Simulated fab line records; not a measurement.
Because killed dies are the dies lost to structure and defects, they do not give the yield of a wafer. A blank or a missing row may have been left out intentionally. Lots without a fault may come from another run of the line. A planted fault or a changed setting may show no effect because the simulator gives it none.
A lot that was struck, set against a sound lot :: flow nandHarc :: 31 out of 1302 route steps
Sound: wafers L935.3, L935.4, L935.5. Struck: wafers L927.3, L927.4, L927.5. The cause is given at the end.
For every step that has rows: the tool of each side, followed by ch and its chambers, followed by its first start. Under that, the readings that differ: sound wafers :: struck wafers :: difference of the means :: sigmas: that difference in standard deviations of wafers without a fault.
alike: same words and numbers on both sides, and readings whose means sit less than 2 such deviations apart. not compared: any withheld reading, any reading some wafer has no value for, any bound like >300 that may hide the same value, and any number with overlapping values for which the record gives no deviation.
A row with sigmas, a row that says differs or no value, or rows on one side alone: a step with any of these is where the two part. When numbers do not overlap yet have no deviation, they are printed without sigmas and do not part them. Lack of a reading on every wafer of one side parts them only where that side has two or more wafers.

NHARC_P_CONTACT_OVL_MEAS_13:
  sound on overlay-01 at day 13 08:37; struck on overlay-01 at day 9 16:55
  alike: overlayXNm, overlayYNm
NHARC_P_CONTACT_INSPECT_14:
  sound on defectInspect-02 at day 13 08:39; struck on defectInspect-02 at day 9 16:57
  alike: rawDefectCount
then, 1 step without rows for these wafers: NHARC_P_CONTACT_DESCUM_17 (chemistry O2, time 3 s).
NHARC_P_CONTACT_ETCH_35: etches the open film in CF4, target depth 39 nm, time 65 s.
  sound on rieDiel-02 ch 0,1, day 13 08:47; struck on rieDiel-02 ch 0,1, day 9 17:07
  alike: drypumpMotorCurrentA, oesProductAu, rfVppV, showerheadPlenumPTorr, throttleValvePct
  not compared: rfHoursCounterH
NHARC_P_CONTACT_ETCH_36: etches the open film in N2/H2, target depth 260 nm, time 406.25 s.
  sound on rieDiel-02 ch 1,2,3; struck on rieDiel-02 ch 0,3
  alike: drypumpMotorCurrentA, oesProductAu, rfVppV, showerheadPlenumPTorr, throttleValvePct
  not compared: rfHoursCounterH
then, 2 steps without rows for these wafers: NHARC_P_CONTACT_ETCH_18 (etches the open film in C4F8/O2/Ar, target depth 481 nm, time 240.5 s); NHARC_P_CONTACT_STRIP_37 (strips in C4F8/O2/Ar).
NHARC_P_CONTACT_ETCH_31: etches the open film in CH3F/O2, target depth 30 nm, time 85.7 s.
  sound on rieDiel-02 ch 1,2,3; struck on rieDiel-02 ch 1,2
  alike: drypumpMotorCurrentA, oesProductAu, rfVppV, showerheadPlenumPTorr, throttleValvePct
  not compared: rfHoursCounterH
NHARC_P_CONTACT_CD_MEAS_19:
  sound on cdSem-03 at day 13 09:35; struck on cdSem-03 at day 9 17:56
  alike: cdNm
then, 3 steps without rows for these wafers: NHARC_P_CONTACT_STRIP_28 (strips in O2); NHARC_P_CONTACT_STRIP_29 (strips in post etch residue remover, time 1200 s); NHARC_P_CONTACT_DEGAS_38 (time 60 s).
NHARC_P_CONTACT_PRE_CLEAN_39: time 19.5 s.
  sound on pvdSputter-02 at day 13 10:23; struck on pvdSputter-02 at day 9 18:46
then, 2 steps without rows for these wafers: NHARC_P_CONTACT_PVD_32 (deposits Ti, target thk 5 nm, time 17.7 s); NHARC_P_CONTACT_ALD_22 (deposits TiN, target thk 3 nm, pulse time 1 s, ald cycles 150).
NHARC_P_CONTACT_CVD_23: deposits W, target thk 200 nm, time 557 s.
  sound on cvdW-01 ch 0,1; struck on cvdW-01 ch 0,1
  alike: heaterPowerW, throttleValvePct
NHARC_P_CONTACT_CMP_24: polishes, t overpolish 30 s, target thk 200 nm.
  sound on cmp-03 ch 1,2, day 13 11:23; struck on cmp-03 ch 0,1,2, day 9 19:53
reading: timeToEndpointS (s)
sound: 36.0 30.3 33.4
struck: 41.1 39.6 37.5
difference: +6.2
sigmas: +2
  alike: motorCurrentA, overpolishRunS
then, 11 steps without rows for these wafers: NHARC_P_CONTACT_SRD_26; NHARC_P_M0_DEP_00 (deposits SiOC, target thk 150 nm); NHARC_P_M0_DEHYDRATE_01 (time 120 s); NHARC_P_M0_HMDS_02 (time 30 s); NHARC_P_M0_COAT_33 (time 65 s); NHARC_P_M0_COAT_03 (resist thk 90 nm); NHARC_P_M0_SOFTBAKE_04 (time 55 s); NHARC_P_M0_EBR_05; NHARC_P_M0_EXPOSE_06 (exposes mask P M0, target cd 90 nm); NHARC_P_M0_PEB_07 (peb time 65 s); NHARC_P_M0_DEVELOP_08 (develop time 35 s).
NHARC_P_M0_CD_MEAS_09 targets a cd of 90 nm.
  sound on cdSem-02 ch 0, day 13 12:34; struck on cdSem-02 ch 0, day 9 21:11
  alike: cdNm
NHARC_P_M0_OVL_MEAS_10: pitch 180 nm.
  sound on overlay-02 at day 13 12:40; struck on overlay-02 at day 9 21:16
reading: overlayYNm (nm)
sound: 1.0 0.9 1.1
struck: -1.0 -0.8 -0.8
difference: -1.9
sigmas: -2
  alike: overlayXNm
-- break in the record here, with 22 days between the starts of the struck wafers on either side (left off in module P_M0, picked up again in module END, where the first step shown is number 1302 on the route) --
NHARC_END_SORT_01:
  only the struck wafers appear in the record here, on prober-01 ch 0 at day 32 08:27; the sound ones have no rows

WHERE THEY PART
First at NHARC_P_CONTACT_CMP_24; last, within this record, at NHARC_END_SORT_01.

WHY: the cause the simulator had injected
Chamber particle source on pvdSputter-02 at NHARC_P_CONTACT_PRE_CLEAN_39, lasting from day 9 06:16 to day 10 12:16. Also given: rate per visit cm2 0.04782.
